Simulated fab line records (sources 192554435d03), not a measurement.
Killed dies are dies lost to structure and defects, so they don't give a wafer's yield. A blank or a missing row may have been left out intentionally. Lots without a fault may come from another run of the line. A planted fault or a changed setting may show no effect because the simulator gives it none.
Matching of chambers	flow n5 finfet	N5_BEOL_M6_STRIP_36 on rie diel-03 has 4 sister chambers
The step strips in N2/H2. 4 wafers are shown with their chamber, then 7 later ones without.

WAFERS, EACH WITH ITS CHAMBER
wafer	chamber	showerhead plenum p Torr (Torr)
L083.5	0	2.70
L084.2	3	2.49
L091.1	2	2.72
L091.2	1	2.69

WAFERS WHOSE CHAMBER IS MISSING
wafer	showerhead plenum p Torr (Torr)
L091.4	2.72
L093.2	2.69
L093.4	2.69
L093.6	2.72
L097.1	2.71
L097.3	2.69
L097.6	2.71

WHICH CHAMBER EACH ONE RAN IN
wafer	from the rows above	in truth
L091.4	2	2
L093.2	can't be placed: 1 or 0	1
L093.4	can't be placed: 1 or 0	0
L093.6	2	2
L097.1	can't be placed: 0 or 2 or 1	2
L097.3	can't be placed: 1 or 0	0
L097.6	can't be placed: 0 or 2 or 1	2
Correctly placed: 2 of 7. Can't be placed from these rows: 5 (the true chamber is among the candidates in 5). 0 placed wrongly.
How it was worked out, from the rows above alone: a wafer's distance from a chamber is the root of the sum, over the readings, of the square of ((its reading less the chamber's mean) divided by the reading's scatter). The wafer belongs to the nearest chamber; if the next one is less than 2 further off, it can't be placed. The mean given for a chamber averages the wafers shown for that chamber. The scatter: root of mean squared gap, hidden wafer to nearest shown wafer, with one shown wafer a chamber.
